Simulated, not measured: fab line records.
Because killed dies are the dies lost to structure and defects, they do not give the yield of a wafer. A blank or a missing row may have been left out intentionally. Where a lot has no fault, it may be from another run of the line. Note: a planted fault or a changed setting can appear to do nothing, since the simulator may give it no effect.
fab line records -- flow nand_harc
record lots=13, wafers=39, last_day=33
route steps=1302 shown P_BONDPAD@351 THIN_TSV@1263 END@1302
lots that met no fault: taken from a fault-free run of the same line
start_h: hours from the record's opening day to when the first of the lot's shown wafers began -- wait_h: hours from the lot's prior step to this one -- " the same as in the row above -- L1.1+2: several wafers, shown together as one row -- - no value, or no start given -- * or withheld: withheld -- < > ~ a bound
route shown NAME@n: a module of which the file shows steps, and the number in the route of the first -- usual: the fault-free wafers' mean and standard deviation -- same: alike in all rows -- chamber/n: place in a boat -- sites: the reading at each site -- _std_site: standard deviation of those values -- _edge_site: the outer-site mean with the inner-site mean subtracted -- radius_mm: for every site, how far away it sits from the centre of the wafer -- mask NAME#n: copy n -- behind: the tool/chamber that last shaped the wafer -- hold: what put the lot on hold/how long, in hours/how the hold closed -- device: which transistor (n, p or np) failed to switch -- end of line: at the end of the route, the tests of the same wafers -- a step with no rows: only its recipe -- killed: count of dies lost to structure and defects at first sort (not the wafer's yield) -- map: shows each die of a wafer: x if killed, . if not, _ if none is there
set.NAME: setting as actually run; set.NAME@STEP: the setting as run at that earlier step -- model.NAME: the simulator's own value behind a step, which no gauge read
route steps across a sampled set of lots; one table per step, one row per wafer
services: when a tool's chamber went out of use (start_h, in hours from the record's first day, below 0 if earlier), for how many hours, and the reason
## steps
# step NHARC_P_BONDPAD_DEP_00
# recipe target_thk_a=2500, temp_c=370, target_thk_nm=250, pressure_torr=3, flow_sccm=200, rf_w=450, material=SiCN
# usual heater_power_w=606/84
lot.wafer,tool,chamber,start_h,wait_h,heater_power_w
L619.1,pecvd-02,0,138.96,-,653
L619.3,pecvd-02,0,138.96,-,682
L619.6,pecvd-02,2,138.96,-,518
L620.2,pecvd-02,2,145.54,-,558
L620.1,pecvd-02,0,145.54,-,650
L620.5,pecvd-02,0,145.54,-,657
L622.2,pecvd-01,1,161.26,-,715
L622.1,pecvd-01,2,161.26,-,708
L622.3,pecvd-01,0,161.26,-,694
L624.3,pecvd-02,1,181.91,-,532
L624.6,pecvd-02,2,181.91,-,553
L624.5,pecvd-02,1,181.91,-,551
L623.2,pecvd-02,0,182.71,-,656
L623.6,pecvd-02,0,182.71,-,662
L623.4,pecvd-02,1,182.71,-,479
L627.2,pecvd-02,2,211.87,-,576
L627.4,pecvd-02,0,211.87,-,690
L627.6,pecvd-02,1,211.87,-,496
L628.3,pecvd-02,0,222.20,-,663
L628.1,pecvd-02,1,222.20,-,529
L628.4,pecvd-02,2,222.20,-,571
L634.3,pecvd-01,0,279.16,-,665
L634.6,pecvd-01,2,279.16,-,691
L634.5,pecvd-01,0,279.16,-,688
L635.3,pecvd-04,1,301.29,-,594
L635.2,pecvd-04,2,301.29,-,605
L635.4,pecvd-04,1,301.29,-,484
L637.3,pecvd-02,0,309.49,-,750
L637.5,pecvd-02,1,309.49,-,541
L637.6,pecvd-02,2,309.49,-,539
L639.2,pecvd-04,0,328.86,-,530
L639.6,pecvd-04,2,328.86,-,570
L639.4,pecvd-04,1,328.86,-,597
L640.2,pecvd-01,0,352.38,-,632
L640.3,pecvd-01,1,352.38,-,665
L640.5,pecvd-01,0,352.38,-,622
L641.3,pecvd-01,1,356.53,-,660
L641.1,pecvd-01,2,356.53,-,564
L641.2,pecvd-01,0,356.53,-,542
# step NHARC_THIN_TSV_ETCH_15
# recipe target_depth_a=30000, bosch_target_overetch_cycles=2, bosch_etch_step_s=2.8, bosch_dep_step_s=1.2, bosch_cycles=14
# usual drypump_motor_current_A=5.8/0.57, he_backside_leak_sccm=2.70/0.19
lot.wafer,tool,chamber,start_h,wait_h,drypump_motor_current_A,he_backside_leak_sccm,rf_hours_counter_h
L620.1,rie_si-01,2,558.91,-,6.1,2.55,0
L620.2,rie_si-01,3,558.91,-,5.2,2.74,0
L620.5,rie_si-01,0,558.91,-,6.6,2.34,-
L619.3,rie_si-06,1,560.20,-,5.4,2.81,0.7
L619.1,rie_si-06,0,560.20,-,4.9,2.65,0.7
L619.6,rie_si-06,2,560.20,-,5.7,2.56,-
L622.3,rie_si-02,1,573.37,-,5.5,2.74,0.8
L622.1,rie_si-02,3,573.37,-,6.2,2.86,0.8
L622.2,rie_si-02,0,573.37,-,5.7,2.62,0.7
L623.4,rie_si-06,1,583.24,-,5.4,2.77,0.9
L623.2,rie_si-06,0,583.24,-,4.9,2.58,0.8
L623.6,rie_si-06,2,583.24,-,5.6,2.99,-
L624.3,rie_si-06,2,601.29,-,5.6,3.11,1.0
L624.6,rie_si-06,1,601.29,-,5.4,2.74,-
L624.5,rie_si-06,2,601.29,-,5.7,2.93,-
L628.4,rie_si-01,1,631.42,-,6.5,2.72,0.5
L628.1,rie_si-01,2,631.42,-,6.0,2.45,0.5
L628.3,rie_si-01,0,631.42,-,6.6,2.53,0.6
L627.4,rie_si-01,0,632.78,-,6.6,2.52,0.6
L627.2,rie_si-01,2,632.78,-,6.1,2.67,0.5
L627.6,rie_si-01,1,632.78,-,6.5,2.62,-
L634.3,rie_si-02,1,683.87,-,5.4,2.70,0.3
L634.6,rie_si-02,1,683.87,-,5.4,2.65,-
L634.5,rie_si-02,3,683.87,-,6.2,2.85,-
L635.3,rie_si-02,3,712.02,-,6.2,2.90,0.5
L635.2,rie_si-02,0,712.02,-,5.7,2.73,0.5
L635.4,rie_si-02,3,712.02,-,6.2,2.82,-
L637.3,rie_si-06,3,721.75,-,5.2,2.77,0.8
L637.5,rie_si-06,3,721.75,-,5.1,2.83,-
L637.6,rie_si-06,0,721.75,-,4.8,2.56,-
L639.4,rie_si-01,3,737.28,-,5.3,2.76,0.0
L639.2,rie_si-01,0,737.28,-,6.7,2.34,0.0
L639.6,rie_si-01,3,737.28,-,5.3,2.79,-
L640.2,rie_si-06,3,759.14,-,5.2,2.73,1.0
L640.3,rie_si-06,1,759.14,-,5.4,2.69,0.8
L640.5,rie_si-06,0,759.14,-,4.8,2.72,-
L641.3,rie_si-01,1,766.81,-,6.5,2.88,0.2
L641.2,rie_si-01,2,766.81,-,6.1,2.70,0.2
L641.1,rie_si-01,3,766.81,-,5.3,3.00,0.2
# step NHARC_THIN_TSV_DESCUM_35
# recipe time_s=3, o2_flow_sccm=200, ar_flow_sccm=0, bias_power_w=0, chemistry=O2
# usual drypump_motor_current_A=5.7/0.39, oes_product_au=0.994/0.016, rf_vpp_V=57.7/0.84, showerhead_plenum_p_Torr=1.90/0.09, throttle_valve_pct=11.311/0.0089
lot.wafer,tool,chamber,start_h,wait_h,drypump_motor_current_A,oes_product_au,rf_hours_counter_h,rf_vpp_V,showerhead_plenum_p_Torr,throttle_valve_pct
L620.2,rie_diel-11,1,564.14,-,5.5,0.967,6.0,59.2,1.84,11.315
L620.1,rie_diel-11,2,564.14,-,6.3,0.995,6.1,57.7,1.93,11.314
L620.5,rie_diel-11,2,564.14,-,6.3,0.998,-,57.7,1.93,11.311
L619.1,rie_diel-11,3,565.47,-,6.3,1.009,6.2,58.7,2.06,11.315
L619.3,rie_diel-11,0,565.47,-,5.1,0.986,6.0,60.3,1.97,11.307
L619.6,rie_diel-11,2,565.47,-,6.3,0.996,-,57.3,1.93,11.292
L622.2,rie_diel-06,0,579.00,-,5.4,0.979,5.2,57.1,2.01,11.303
L622.1,rie_diel-06,1,579.00,-,5.8,1.001,4.8,58.4,1.91,11.294
L622.3,rie_diel-06,2,579.00,-,6.0,0.984,5.8,57.9,1.85,11.316
L623.2,rie_diel-06,1,588.50,-,5.8,0.993,5.6,56.8,1.91,11.317
L623.4,rie_diel-06,2,588.50,-,6.0,0.976,6.6,58.0,1.85,11.311
L623.6,rie_diel-06,2,588.50,-,6.0,0.982,-,57.9,1.85,11.321
L624.3,rie_diel-02,2,606.44,-,5.6,0.998,0.3,57.0,1.99,11.305
L624.6,rie_diel-02,0,606.44,-,5.7,0.983,-,56.8,1.82,11.309
L624.5,rie_diel-02,1,606.44,-,5.3,1.025,-,57.6,1.80,11.317
L628.3,rie_diel-02,3,636.74,-,5.9,0.996,2.9,57.3,1.78,11.319
L628.1,rie_diel-02,0,636.74,-,5.7,0.986,2.8,58.5,1.81,11.298
L628.4,rie_diel-02,3,636.74,-,5.9,1.000,-,57.2,1.78,11.308
L627.2,rie_diel-02,2,638.10,-,5.6,0.979,2.5,58.0,1.99,11.329
L627.6,rie_diel-02,3,638.10,-,5.9,0.988,-,57.8,1.78,11.311
L627.4,rie_diel-02,0,638.10,-,5.7,0.981,-,57.3,1.81,11.321
L634.3,rie_diel-06,3,689.23,-,5.2,0.989,1.0,57.3,1.81,11.300
L634.6,rie_diel-06,2,689.23,-,6.0,0.979,-,59.0,1.85,11.304
L634.5,rie_diel-06,3,689.23,-,5.3,1.011,-,57.8,1.81,11.310
L635.3,rie_diel-11,0,717.33,-,5.1,0.984,4.4,58.9,1.97,11.313
L635.4,rie_diel-11,1,717.33,-,5.4,1.003,4.8,57.3,1.84,11.305
L635.2,rie_diel-11,2,717.33,-,6.2,1.002,4.9,57.5,1.93,11.309
L637.3,rie_diel-06,1,727.17,-,5.8,0.993,2.9,58.1,1.90,11.292
L637.5,rie_diel-06,1,727.17,-,5.8,0.992,-,59.8,1.90,11.310
L637.6,rie_diel-06,2,727.17,-,6.0,0.983,-,56.9,1.85,11.297
L639.2,rie_diel-06,2,742.44,-,6.0,0.974,4.9,56.8,1.85,11.317
L639.4,rie_diel-06,3,742.44,-,5.2,0.996,4.8,57.9,1.81,11.313
L639.6,rie_diel-06,0,742.44,-,5.3,0.976,-,58.3,2.00,11.325
L640.2,rie_diel-06,1,764.29,-,5.8,0.984,5.1,58.3,1.90,11.299
L640.3,rie_diel-06,2,764.29,-,6.0,0.970,5.6,56.8,1.85,11.316
L640.5,rie_diel-06,1,764.29,-,5.8,0.978,-,57.3,1.90,11.303
L641.3,rie_diel-06,0,772.29,-,5.3,0.981,5.4,58.6,2.00,11.302
L641.1,rie_diel-06,1,772.29,-,5.8,0.993,5.4,57.6,1.90,11.299
L641.2,rie_diel-06,2,772.29,-,6.0,0.981,6.0,57.7,1.85,11.309
# step NHARC_END_SORT_01
# recipe temp_c=25
# usual defect_limited_yield=91.4/2.4, killed_at_array=54/17, killed_at_other=0.7/1, killed_at_periphery=3.7/2.9, killed_dies=58/16, killed_open=3.2/1.9, killed_short=2.2/1.5, sort_bin_2_pct=3.1/1.1, sort_bin_3_pct=0.6/0.33, sort_bin_4_pct=4.9/1.4, sort_n_pass=619/16, sort_rim_yield_pct=94/3.8, sort_yield_pct=91.4/2.4
# same gross_dies=677, sort_bin_5_pct[%]=0, sort_bin_6_pct[%]=0, sort_bin_7_pct[%]=0, sort_bin_8_pct[%]=0, sort_rim_n_gross=106.00
lot.wafer,tool,chamber,start_h,wait_h,defect_limited_yield[%],killed_at_array,killed_at_other,killed_at_periphery,killed_dies,killed_open,killed_short,sort_bin_2_pct[%],sort_bin_3_pct[%],sort_bin_4_pct[%],sort_n_pass,sort_rim_yield_pct[%],sort_yield_pct[%]
L628.1,prober-02,0,645.61,2.5,88.8,70,2,4,76,1,1,4.6,1.3,5.3,601,97,88.8
L628.3,prober-02,0,647.20,3.1,75.5,79,2,85,166,4,0,10.8,3.2,10.5,511,97,75.5
L628.4,prober-02,0,647.99,3.4,91.1,57,0,3,60,5,0,3.4,0.7,4.7,617,92,91.1
L627.2,prober-01,0,646.34,2.8,90.0,63,0,5,68,5,3,3.5,0.3,6.2,609,98,90.0
L627.4,prober-01,0,647.92,3.4,81.2,51,0,76,127,3,1,7.5,3.2,8.0,550,92,81.2
L627.6,prober-01,0,649.51,4.0,90.8,57,1,4,62,2,2,4.3,0.3,4.6,615,91,90.8
L639.2,prober-01,0,751.37,2.8,96.5,23,1,0,24,3,1,0.7,0.3,2.5,653,99,96.5
L639.4,prober-01,0,752.93,3.4,94.7,33,0,3,36,3,5,1.9,0.3,3.1,641,93,94.7
L639.6,prober-01,0,754.49,3.9,95.6,27,0,3,30,5,0,0.9,0,3.5,647,99,95.6
# killed by level:class
L628.1 A_SLIT:chamber_film_flake=32 A_CHANNEL_HOLE_D2:chamber_film_flake=28 A_CHANNEL_HOLE_D1:chamber_film_flake=5 P_GATE:chamber_film_flake=3 THIN_TSV:chamber_film_flake=2 A_CHANNEL_FILL_D1:geometric_particle:open=1 A_CHANNEL_FILL_D1:geometric_particle:short=1 P_ZERO_WELL:chamber_film_flake=1
L627.2 A_CHANNEL_HOLE_D1:chamber_film_flake=30 A_CHANNEL_HOLE_D2:chamber_film_flake=16 A_CONTACT:chamber_film_flake=6 A_SLIT:chamber_film_flake=3 A_CHANNEL_FILL_D2:geometric_particle:open=2 P_ZERO_WELL:chamber_film_flake=2 P_STI:geometric_particle:open=1 P_GATE:geometric_particle:open=1
L628.3 P_BONDPAD:unspecified=82 A_CHANNEL_HOLE_D2:chamber_film_flake=33 A_SLIT:chamber_film_flake=28 A_CHANNEL_HOLE_D1:chamber_film_flake=4 A_STAIRCASE:chamber_film_flake=3 A_CONTACT:chamber_film_flake=3 P_GATE:chamber_film_flake=2 A_CHANNEL_FILL_D1:chamber_film_flake=2
L627.4 P_BONDPAD:unspecified=75 A_CHANNEL_HOLE_D1:chamber_film_flake=27 A_CHANNEL_HOLE_D2:chamber_film_flake=10 A_CONTACT:chamber_film_flake=6 A_STAIRCASE:chamber_film_flake=2 A_WL_FILL:chamber_film_flake=2 P_M1:geometric_particle:open=1 A_ONON_D2:geometric_particle:short=1
L628.4 A_CHANNEL_HOLE_D2:chamber_film_flake=30 A_SLIT:chamber_film_flake=15 A_CONTACT:chamber_film_flake=3 A_BLC:geometric_particle:open=2 P_GATE:chamber_film_flake=2 A_CHANNEL_HOLE_D1:chamber_film_flake=2 A_STAIRCASE:chamber_film_flake=2 A_CHANNEL_FILL_D1:geometric_particle:open=1
L627.6 A_CHANNEL_HOLE_D1:chamber_film_flake=35 A_CHANNEL_HOLE_D2:chamber_film_flake=7 A_CONTACT:chamber_film_flake=5 A_WL_FILL:chamber_film_flake=4 P_ZERO_WELL:chamber_film_flake=2 A_SLIT:chamber_film_flake=2 P_GATE:geometric_particle:open=1 A_CHANNEL_HOLE_D1:geometric_particle:short=1
L639.2 A_CHANNEL_HOLE_D1:chamber_film_flake=9 A_CONTACT:chamber_film_flake=7 A_SLIT:chamber_film_flake=2 A_ONON_D1:geometric_particle:open=1 A_STAIRCASE:geometric_particle:open=1 A_M0:geometric_particle:short=1 A_M0:geometric_particle:open=1 A_CHANNEL_FILL_D2:chamber_film_flake=1
L639.4 A_CHANNEL_HOLE_D1:chamber_film_flake=9 A_SLIT:chamber_film_flake=9 A_CONTACT:chamber_film_flake=5 P_GATE:geometric_particle:short=1 P_CONTACT:geometric_particle:open=1 A_ONON_D1:geometric_particle:short=1 A_CHANNEL_FILL_D1:geometric_particle:short=1 A_CHANNEL_FILL_D1:geometric_particle:open=1
L639.6 A_CHANNEL_HOLE_D1:chamber_film_flake=17 A_SLIT:chamber_film_flake=2 A_CONTACT:chamber_film_flake=2 P_CONTACT:geometric_particle:open=1 P_M0:geometric_particle:open=1 A_CHANNEL_FILL_D1:geometric_particle:open=1 A_ONON_D2:geometric_particle:open=1 A_SGD_CUT:geometric_particle:open=1
## services
tool,chamber,start_h,hours,kind
pecvd-02,1,128.65,13.9,repair
rie_diel-06,-,130.20,9.0,pm
rie_si-01,0,185.67,38.3,repair
rie_diel-06,0,191.94,4.0,repair
pecvd-02,-,227.00,13.0,pm
rie_diel-06,1,286.23,4.4,repair
rie_diel-06,1,300.14,8.3,repair
rie_diel-06,-,307.20,9.0,pm
rie_diel-06,2,357.79,5.8,repair
pecvd-02,0,392.88,8.4,repair
pecvd-02,-,408.14,13.0,pm
rie_diel-06,-,414.66,1.2,repair
rie_diel-06,3,417.27,12.6,repair
rie_diel-06,2,472.65,22.8,repair
rie_diel-06,1,480.05,24.4,repair
rie_diel-06,-,484.67,9.0,pm
rie_diel-06,3,506.06,10.2,repair
rie_diel-06,0,542.83,3.4,repair
pecvd-02,-,566.69,3.1,repair
pecvd-02,-,589.14,13.0,pm
rie_diel-06,0,644.54,3.6,repair
rie_diel-06,2,651.90,5.8,repair
rie_diel-06,-,661.67,9.0,pm
pecvd-02,-,770.14,13.0,pm
## key
first_sign step=NHARC_END_SORT_01, reading=killed_at_periphery, direction=up, sigmas=27, usual=3.7, struck=80.5
effect step=NHARC_END_SORT_01, reading=defect_limited_yield, direction=down, sigmas=5.4, usual=91.4, struck=78.4
more_kills_born_at NHARC_P_BONDPAD_DEP_00@pecvd-02=157
met_at NHARC_P_BONDPAD_DEP_00
struck_lots L627,L628
struck_wafers L627.4,L628.3
not_acting_at NHARC_THIN_TSV_ETCH_15,NHARC_THIN_TSV_DESCUM_35
onset_between 182.71 211.87
fault kind=chamber_particle_source, tool=pecvd-02, chamber=0, onset_h=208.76, steps=NHARC_P_BONDPAD_DEP_00, rate_per_visit_cm2=0.70492, end_h=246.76
